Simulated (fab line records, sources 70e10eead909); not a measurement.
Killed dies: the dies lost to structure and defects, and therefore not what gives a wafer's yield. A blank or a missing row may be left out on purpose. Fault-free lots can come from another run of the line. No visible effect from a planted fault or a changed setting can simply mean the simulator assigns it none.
Which tool did it? / flow nand-harc / 12 lots, 36 wafers sampled, at 6 steps of a route of 1159

== WHAT EACH GAUGE READ, for each wafer ==
NHARC_A_SLIT_OVL_MEAS_10.
lot=L077; measured=day 14 17:25; on=overlay-01; overlay-x-nm (nm)=0.1 -0.2 0.5
lot=L075; measured=day 14 19:07; on=overlay-01; overlay-x-nm (nm)=-0.1 0.4 0.4
lot=L080; measured=day 15 08:14; on=overlay-01; overlay-x-nm (nm)=-0.9 -1.3 -1.2
lot=L081; measured=day 16 01:19; on=overlay-02; overlay-x-nm (nm)=1.4 0.4 0.8
lot=L084; measured=day 16 14:47; on=overlay-02; overlay-x-nm (nm)=0.4 0.0 -0.1
lot=L087; measured=day 17 11:05; on=overlay-01; overlay-x-nm (nm)=-0.4 -0.3 -0.6
lot=L088; measured=day 18 01:29; on=overlay-01; overlay-x-nm (nm)=-1.3 -1.3 -1.2
lot=L085; measured=day 17 23:39; on=overlay-02; overlay-x-nm (nm)=-0.7 -0.6 -1.0
lot=L090; measured=day 18 09:10; on=overlay-01; overlay-x-nm (nm)=0.0 -0.7 -0.6
lot=L093; measured=day 18 20:17; on=overlay-01; overlay-x-nm (nm)=1.2 1.1 1.4
lot=L095; measured=day 19 08:26; on=overlay-01; overlay-x-nm (nm)=0.5 0.1 0.2
lot=L096; measured=day 20 08:34; on=overlay-01; overlay-x-nm (nm)=-0.8 -1.3 -1.3

== TOOL THAT RAN EACH LOT (tool first, then ch and the chambers of the sampled wafers, then the start) ==
lot=L077; NHARC_A_STAIRCASE_CMP_152=cmp-01 ch 0,1,2, day 14 05:17; NHARC_A_STAIRCASE_DEP_471=pecvd-02 ch 0,1,2, day 14 06:32; NHARC_A_SGD_CUT_DEP_00=pecvd-01 ch 0,2, day 14 07:13; NHARC_A_SGD_CUT_DESCUM_14=rie-diel-06 ch 0,2,3, day 14 08:07; NHARC_A_SLIT_DEP_25=pecvd-04 ch 0,2, day 14 14:21
lot=L075; NHARC_A_STAIRCASE_CMP_152=cmp-02 ch 0,1, day 14 06:53; NHARC_A_STAIRCASE_DEP_471=pecvd-02 ch 0,2, day 14 08:07; NHARC_A_SGD_CUT_DEP_00=pecvd-03 ch 0,1,2, day 14 08:56; NHARC_A_SGD_CUT_DESCUM_14=rie-diel-06 ch 1,3, day 14 09:51; NHARC_A_SLIT_DEP_25=pecvd-04 ch 0,1,2, day 14 14:37
lot=L080; NHARC_A_STAIRCASE_CMP_152=cmp-02 ch 0,1,3, day 14 19:05; NHARC_A_STAIRCASE_DEP_471=pecvd-01 ch 0,1,2, day 14 20:12; NHARC_A_SGD_CUT_DEP_00=pecvd-03 ch 0,1,2, day 14 20:54; NHARC_A_SGD_CUT_DESCUM_14=rie-diel-06 ch 1,2,3, day 14 21:49; NHARC_A_SLIT_DEP_25=pecvd-01 ch 0,1,2, day 15 04:16
lot=L081; NHARC_A_STAIRCASE_CMP_152=cmp-02 ch 0,2,3, day 15 10:40; NHARC_A_STAIRCASE_DEP_471=pecvd-02 ch 1,2, day 15 11:47; NHARC_A_SGD_CUT_DEP_00=pecvd-01 ch 1,2, day 15 12:31; NHARC_A_SGD_CUT_DESCUM_14=rie-diel-06 ch 0,1, day 15 13:14; NHARC_A_SLIT_DEP_25=pecvd-04 ch 1,2, day 15 19:44
lot=L084; NHARC_A_STAIRCASE_CMP_152=cmp-01 ch 0,2, day 16 02:16; NHARC_A_STAIRCASE_DEP_471=pecvd-04 ch 0,2, day 16 03:24; NHARC_A_SGD_CUT_DEP_00=pecvd-03 ch 0,1,2, day 16 04:04; NHARC_A_SGD_CUT_DESCUM_14=rie-diel-09 ch 0,1, day 16 04:58; NHARC_A_SLIT_DEP_25=pecvd-04 ch 0,1, day 16 11:13
lot=L087; NHARC_A_STAIRCASE_CMP_152=cmp-02 ch 0,1, day 16 21:58; NHARC_A_STAIRCASE_DEP_471=pecvd-01 ch 0,1, day 16 23:17; NHARC_A_SGD_CUT_DEP_00=pecvd-03 ch 0,2, day 17 00:23; NHARC_A_SGD_CUT_DESCUM_14=rie-diel-06 ch 1,2,3, day 17 01:17; NHARC_A_SLIT_DEP_25=pecvd-01 ch 0,1,2, day 17 07:51
lot=L088; NHARC_A_STAIRCASE_CMP_152=cmp-03 ch 0,2, day 17 06:40; NHARC_A_STAIRCASE_DEP_471=pecvd-04 ch 1,2, day 17 07:48; NHARC_A_SGD_CUT_DEP_00=pecvd-03 ch 0,1,2, day 17 08:34; NHARC_A_SGD_CUT_DESCUM_14=rie-diel-09 ch 1,3, day 17 09:17; NHARC_A_SLIT_DEP_25=pecvd-03 ch 0,1,2, day 17 18:47
lot=L085; NHARC_A_STAIRCASE_CMP_152=cmp-01 ch 1,3, day 17 07:04; NHARC_A_STAIRCASE_DEP_471=pecvd-01 ch 0,1,2, day 17 08:15; NHARC_A_SGD_CUT_DEP_00=pecvd-01 ch 1,2, day 17 08:55; NHARC_A_SGD_CUT_DESCUM_14=rie-diel-06 ch 0,1,2, day 17 09:54; NHARC_A_SLIT_DEP_25=pecvd-03 ch 0,1, day 17 18:29
lot=L090; NHARC_A_STAIRCASE_CMP_152=cmp-03 ch 0,2,3, day 17 18:29; NHARC_A_STAIRCASE_DEP_471=pecvd-02 ch 0,1,2, day 17 19:35; NHARC_A_SGD_CUT_DEP_00=pecvd-02 ch 0,1, day 17 20:18; NHARC_A_SGD_CUT_DESCUM_14=rie-diel-06 ch 1,2, day 17 21:04; NHARC_A_SLIT_DEP_25=pecvd-04 ch 0,1, day 18 03:18
lot=L093; NHARC_A_STAIRCASE_CMP_152=cmp-03 ch 0,1,3, day 18 06:05; NHARC_A_STAIRCASE_DEP_471=pecvd-02 ch 0,1, day 18 07:11; NHARC_A_SGD_CUT_DEP_00=pecvd-01 ch 0,1,2, day 18 07:52; NHARC_A_SGD_CUT_DESCUM_14=rie-diel-12 ch 0,1,3, day 18 08:47; NHARC_A_SLIT_DEP_25=pecvd-04 ch 1,2, day 18 16:06
lot=L095; NHARC_A_STAIRCASE_CMP_152=cmp-01 ch 1,2, day 18 20:05; NHARC_A_STAIRCASE_DEP_471=pecvd-02 ch 0,1, day 18 21:13; NHARC_A_SGD_CUT_DEP_00=pecvd-03 ch 0,1, day 18 21:52; NHARC_A_SGD_CUT_DESCUM_14=rie-diel-09 ch 1,2, day 18 22:47; NHARC_A_SLIT_DEP_25=pecvd-03 ch 0,1,2, day 19 05:22
lot=L096; NHARC_A_STAIRCASE_CMP_152=cmp-03 ch 0,2,3, day 19 16:54; NHARC_A_STAIRCASE_DEP_471=pecvd-02 ch 1,2, day 19 18:17; NHARC_A_SGD_CUT_DEP_00=pecvd-01 ch 0,1,2, day 19 18:58; NHARC_A_SGD_CUT_DESCUM_14=rie-diel-12 ch 0,1,2, day 19 19:59; NHARC_A_SLIT_DEP_25=pecvd-03 ch 0,1,2, day 20 02:11
- NHARC_A_STAIRCASE_CMP_152: polishes.
- NHARC_A_STAIRCASE_DEP_471: deposits SiO2, target thk 100 nm.
- NHARC_A_SGD_CUT_DEP_00: deposits SiNx, target thk 50 nm.
- NHARC_A_SGD_CUT_DESCUM_14: chemistry O2, time 3 s.
- NHARC_A_SLIT_DEP_25: deposits SiO2, target thk 200 nm.

== THE ANSWER, worked out from the rows above alone ==
Rule: what is usual is taken from the lots themselves. The widest of any qualifying gaps counts: lots, ordered by their means at a reading, are off when they make up no more than a third of the lots, leave a main group of 4 or more, and stand apart from it by 3 or more times the standard deviation of that group's means. A main group is skipped when, at the precision printed for the reading in the tables above, its means are all equal. A lot without any number at a reading at which 4 lots or more have one is off too. Any other lot the step has rows for is counted as sound.
None of the lots is off at any reading shown; this tells nothing.

== WHAT WAS PUT IN BY THE SIMULATOR ==
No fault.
